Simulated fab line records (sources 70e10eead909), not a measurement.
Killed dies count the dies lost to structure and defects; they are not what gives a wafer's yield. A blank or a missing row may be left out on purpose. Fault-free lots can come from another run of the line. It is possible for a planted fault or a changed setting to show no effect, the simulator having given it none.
A lot that was struck, set against a sound lot :: flow nand-harc :: 14 steps out of a route of 1159
Sound: the wafers L413.1, L413.2, L413.5. The struck wafers were L422.2, L422.3, L422.4. At the end, the cause is stated.
Each step with rows lists, per side, the tool, then ch with its chambers, then its first start. Under that, the readings that differ: sound wafers :: struck wafers :: difference of the means :: sigmas: that difference in standard deviations of wafers without a fault.
alike: a reading whose means differ by less than 2 such deviations, as well as words and numbers matching on both sides. not compared: withheld readings; readings where some wafer has no value; bounds like >300 that might hide an equal value; numbers whose values overlap and for which the record gives no deviation.
Wherever a step has rows on one side only, a row that says differs or no value, or a row with sigmas, the two part there. Numbers that don't overlap but have no deviation are shown without sigmas and don't part them. A reading that every wafer of one side lacks parts them only if that side has two wafers or more.

first, 1 step without rows for these wafers: NHARC_A_CONTACT_ETCH_48 (etches the open film in CF4, target depth 39 nm, time 65 s).
NHARC_A_CONTACT_ETCH_49: etches the open film in N2/H2, target depth 260 nm, time 475.3 s.
  sound on rie-diel-13 ch 0,1; struck on rie-diel-01 ch 0,1,3
  alike: bias-w, chamber-pressure-mTorr, drypump-motor-current-A, h2-flow-sccm, oes-product-au, rf-vpp-V, showerhead-plenum-p-Torr, throttle-valve-pct
  not compared: rf-hours-counter-h
then, 1 step without rows for these wafers: NHARC_A_CONTACT_ETCH_50 (etches the open film in CF4/CHF3, target depth 84.7 nm, time 42.4 s).
NHARC_A_CONTACT_ETCH_51: etches the open film in O2/COS, target depth 3600 nm, time 936 s.
  sound on rie-diel-13 ch 1,2,3; struck on rie-diel-01 ch 1,2,3
  alike: bias-w, chamber-pressure-mTorr, drypump-motor-current-A, oes-product-au, rf-vpp-V, showerhead-plenum-p-Torr, throttle-valve-pct
  not compared: rf-hours-counter-h
then, 1 step without rows for these wafers: NHARC_A_CONTACT_ETCH_111 (etches the open film in C4F8/O2/Ar, time 140 s, target depth 700 nm).
NHARC_A_CONTACT_ETCH_112: etches the open film in C4F8/O2/Ar, time 94 s, target depth 922 nm.
  sound on har-cap-etch-03 ch 0,1, day 19 01:37; struck on har-cap-etch-02 ch 0,1, day 20 12:37
reading: oes-air-line-au (a.u.)
sound: 1.011 1.037 1.007
struck: 0.992 0.934 0.989
difference: -0.047
sigmas: -2
  alike: chamber-pressure-mTorr
  not compared: rf-hours-counter-h
then, 4 steps without rows for these wafers: NHARC_A_CONTACT_ETCH_113 (etches the open film in C4F8/O2/Ar, time 94 s, target depth 922 nm); NHARC_A_CONTACT_ETCH_114 (etches the open film in C4F8/O2/Ar, time 94 s, target depth 922 nm); NHARC_A_CONTACT_ETCH_115 (etches the open film in C4F8/O2/Ar, time 94 s, target depth 922 nm); NHARC_A_CONTACT_ETCH_116 (etches the open film in C4F8/O2/Ar, time 94 s, target depth 922 nm).
NHARC_A_CONTACT_ETCH_117: etches the open film in C4F8/O2/Ar, time 94 s, target depth 922 nm.
  sound on har-cap-etch-03 ch 0,1, day 19 02:04; struck on har-cap-etch-02 ch 0,1, day 20 13:04
  alike: chamber-pressure-mTorr, oes-air-line-au
  not compared: rf-hours-counter-h
then, 1 step without rows for these wafers: NHARC_A_CONTACT_ETCH_118 (etches the open film in C4F8/O2/Ar, time 94 s, target depth 922 nm).
NHARC_A_CONTACT_ETCH_119: etches the open film in C4F8/O2/Ar, time 94 s, target depth 922 nm.
  sound on har-cap-etch-03 ch 0,1, day 19 02:15; struck on har-cap-etch-02 ch 0,1, day 20 13:15
  no value came back on the struck wafers for chamber-pressure-mTorr (mTorr), oes-air-line-au (a.u.); on the sound wafers chamber-pressure-mTorr (mTorr) reads 19.983 20.012 19.964
  not compared: rf-hours-counter-h
NHARC_A_CONTACT_ETCH_120: etches the open film in C4F8/O2/Ar, time 94 s, target depth 922 nm.
  sound on har-cap-etch-03 ch 0,1, day 19 02:21; struck on har-cap-etch-02 ch 0,1, day 20 13:20
  alike: chamber-pressure-mTorr, oes-air-line-au
  not compared: rf-hours-counter-h

== WHERE THEY PART ==
At NHARC_A_CONTACT_ETCH_112 first; at NHARC_A_CONTACT_ETCH_119 last (within this record only). Later steps at which nothing parts them and some readings are alike: NHARC_A_CONTACT_ETCH_120.

WHY: the cause the simulator had injected
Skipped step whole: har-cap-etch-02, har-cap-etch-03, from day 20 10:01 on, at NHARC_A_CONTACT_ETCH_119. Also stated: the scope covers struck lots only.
